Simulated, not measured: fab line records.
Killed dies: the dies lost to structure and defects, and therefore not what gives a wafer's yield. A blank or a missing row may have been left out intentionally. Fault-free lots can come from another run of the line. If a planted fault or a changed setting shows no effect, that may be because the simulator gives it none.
A single fault, viewed from 2 desks    flow nand_harc    each desk has only its own numbers; what lay behind them comes last

## THE TOOL OWNER'S DESK: rie_diel-09
The tool's own readings at NHARC_A_CHANNEL_HOLE_D1_ETCH_39 (etches the open film in N2/H2, target depth 260 nm, time 325 s): means of the sampled wafers that have a number, for each lot that ran on this tool. The brackets show how far a lot's mean lies from the usual mean; more than 4 standard deviations puts the lot out of limits, marked OUT.
Columns: A = drypump_motor_current_A at NHARC_A_CHANNEL_HOLE_D1_ETCH_39, usual 5.8 A; B = oes_product_au at NHARC_A_CHANNEL_HOLE_D1_ETCH_39, usual 0.999 a.u.; C = rf_vpp_V at NHARC_A_CHANNEL_HOLE_D1_ETCH_39, usual 430.8 V; D = run_length_s at NHARC_A_CHANNEL_HOLE_D1_ETCH_39, usual 346.3 s; E = showerhead_plenum_p_Torr at NHARC_A_CHANNEL_HOLE_D1_ETCH_39, usual 2.05 Torr; F = throttle_valve_pct at NHARC_A_CHANNEL_HOLE_D1_ETCH_39, usual 14.173 %
lot   first seen here  A    B      C      D                        E     F
L205  day 8 15:55      5.7  0.996  432.3  346.5                    2.10  14.163
L210  day 10 12:32     6.0  0.995  431.3  346.4                    2.05  14.180
L211  day 10 23:23     6.0  0.990  430.7  346.5                    2.05  14.171
L213  day 11 23:19     5.6  1.003  430.3  346.5                    2.05  14.172
L215  day 12 12:40     5.1  1.006  430.7  346.4                    2.09  14.177
L223  day 16 10:40     6.1  1.007  429.2  278.0 (-99 or more) OUT  2.00  14.169
L226  day 17 09:53     5.7  1.000  431.6  277.9 (-99 or more) OUT  2.09  14.171
This desk's finding: out of limits on L223, L226; first on L223, day 16 10:40 (run_length_s at NHARC_A_CHANNEL_HOLE_D1_ETCH_39). In limits: L205, L210, L211, L213, L215.

## THE METROLOGY DESK
What the gauges read for every lot (on any tool): the sampled wafers with a number, averaged. The brackets show how far a lot's mean lies from the usual mean; more than 4 standard deviations puts the lot out of limits, marked OUT.
Columns: A = overlay_x_nm at NHARC_A_CHANNEL_HOLE_D1_OVL_MEAS_11, usual -0.2 nm; B = overlay_y_nm at NHARC_A_CHANNEL_HOLE_D1_OVL_MEAS_11, usual 0.3 nm
lot   first seen here  A     B
L205  day 8 15:37      -0.2  1.3
L207  day 9 05:11      0.1   0.3
L208  day 9 20:07      -0.7  1.4
L210  day 10 12:13     -1.1  1.8
L211  day 10 23:06     -0.6  -0.7
L212  day 11 08:22     -1.0  0.7
L213  day 11 23:01     -2.0  1.7
L215  day 12 12:22     1.4   0.4
L217  day 13 00:07     -0.2  -0.7
L223  day 16 10:17     -0.9  0.5
L226  day 17 09:37     -0.7  -1.1
Result from this desk: across the 11 lots, nothing is out of limits.

## PUT TOGETHER
The tool owner's desk had the chance to raise an alarm at day 16 10:40 on L223, L226.
The metrology desk saw nothing out of limits.
The metrology desk holds a record of L223, L226, inside its limits.
Every lot named ran NHARC_A_CHANNEL_HOLE_D1_ETCH_39 on rie_diel-09.

## WHAT HAD BEEN PUT IN BY THE SIMULATOR
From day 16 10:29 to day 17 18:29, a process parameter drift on rie_diel-09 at NHARC_A_CHANNEL_HOLE_D1_ETCH_39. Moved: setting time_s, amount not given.
Struck lots among those shown: L223, L226.
Delay in hours, fault start to first out-of-limits reading, by desk: the tool owner's desk at 0.
